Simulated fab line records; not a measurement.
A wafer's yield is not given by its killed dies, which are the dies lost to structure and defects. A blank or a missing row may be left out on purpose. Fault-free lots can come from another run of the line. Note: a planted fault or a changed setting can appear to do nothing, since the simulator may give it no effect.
Which tool is to blame? + flow n5Finfet + 32 wafers sampled from 11 lots at 1 step of a route of 1938

## WHAT EACH GAUGE READ, for each wafer
N5_BEOL_M11_THK_MEAS_53: measures by xrf.
| lot  | measured     | on           | M11_THK (nm)      |
|------|--------------|--------------|-------------------|
| L200 | day 12 01:26 | filmMetro-02 | 138.3 141.8       |
| L198 | day 12 06:46 | filmMetro-02 | 136.7 140.1 138.2 |
| L202 | day 13 06:26 | filmMetro-02 | 142.0 142.8 139.7 |
| L205 | day 13 12:10 | filmMetro-02 | 140.2 137.2 138.3 |
| L206 | day 13 20:09 | filmMetro-01 | 139.9 137.5 139.3 |
| L208 | day 14 22:05 | filmMetro-01 | 143.6 144.1 142.8 |
| L209 | day 15 05:15 | filmMetro-02 | 142.4 140.1 142.3 |
| L218 | day 17 03:02 | filmMetro-02 | 140.3 142.5 145.6 |
| L217 | day 17 04:24 | filmMetro-01 | 137.8 139.2 138.6 |
| L221 | day 17 19:47 | filmMetro-01 | 137.2 143.1 138.8 |
| L220 | day 18 00:18 | filmMetro-01 | 140.8 137.7 135.0 |

## EACH LOT AND THE TOOL THAT RAN IT (in order: tool; ch and the chambers of the sampled wafers; start)
Record: no process step prior to these readings.

## THE ANSWER, worked out from the rows above alone
Rule: what is usual is taken from the lots themselves. The widest of any qualifying gaps counts: lots, ordered by their means at a reading, are off when they make up no more than a third of the lots, leave a main group of 4 or more, and stand apart from it by 3 or more times the standard deviation of that group's means. If all means in a main group match to the digits the tables above print for the reading, that group is not used. A lot without any number at a reading at which 4 lots or more have one is off too. Where the step has rows for the other lots, those lots are counted as sound.
No lot is off at any reading shown: from this, nothing can be told.

## WHAT WAS PUT IN BY THE SIMULATOR
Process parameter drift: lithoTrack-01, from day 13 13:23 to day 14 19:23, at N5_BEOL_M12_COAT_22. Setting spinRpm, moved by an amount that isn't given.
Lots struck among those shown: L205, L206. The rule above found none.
